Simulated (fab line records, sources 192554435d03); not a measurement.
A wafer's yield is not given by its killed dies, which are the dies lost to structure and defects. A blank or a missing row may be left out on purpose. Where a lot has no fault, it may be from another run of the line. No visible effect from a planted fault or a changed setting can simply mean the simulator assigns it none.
Matching of chambers + flow n5 finfet + N5_MIM_TOP_ALD_00 on ald hk-02 has 4 sister chambers
The step deposits Al2O3, purge time 3 s, co reactant pulse time 3 s. 4 wafers are shown with their chamber, then 9 later ones without.

WAFERS, EACH WITH ITS CHAMBER
| wafer  | chamber | precursor pulse height rel |
|--------|---------|----------------------------|
| L083.5 | 3       | 1.010                      |
| L088.1 | 0       | 0.996                      |
| L088.2 | 1       | 0.992                      |
| L088.4 | 2       | 0.978                      |

WAFERS WITH NO CHAMBER GIVEN
| wafer  | precursor pulse height rel |
|--------|----------------------------|
| L092.1 | 1.010                      |
| L092.2 | 1.004                      |
| L092.3 | 1.010                      |
| L090.1 | 0.966                      |
| L090.4 | 1.000                      |
| L090.6 | 1.010                      |
| L097.3 | 1.015                      |
| L097.4 | 0.981                      |
| L097.5 | 1.004                      |

WHICH CHAMBER EACH WENT THROUGH
| wafer  | from the rows above          | in truth                   |
|--------|------------------------------|----------------------------|
| L092.1 | 3                            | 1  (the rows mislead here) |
| L092.2 | can't be placed: 3 or 0 or 1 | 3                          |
| L092.3 | 3                            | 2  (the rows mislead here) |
| L090.1 | 2                            | 2                          |
| L090.4 | can't be placed: 0 or 1 or 3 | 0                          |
| L090.6 | 3                            | 3                          |
| L097.3 | 3                            | 3                          |
| L097.4 | can't be placed: 2 or 1      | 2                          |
| L097.5 | can't be placed: 3 or 0 or 1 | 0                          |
Placed correctly: 3 of 9. These rows do not allow placing 4 (true chamber among the candidates in 4). 2 placed wrongly.
How it was worked out, from the rows above alone: a wafer's distance from a chamber is the root of the sum, over the readings, of the square of ((its reading less the chamber's mean) divided by the reading's scatter). If the next closest chamber is less than 2 further off than the closest, the wafer can't be placed; otherwise it belongs to the closest. Each chamber's mean is taken over the wafers shown for it. The scatter: root of mean squared gap, hidden wafer to nearest shown wafer, with one shown wafer a chamber.
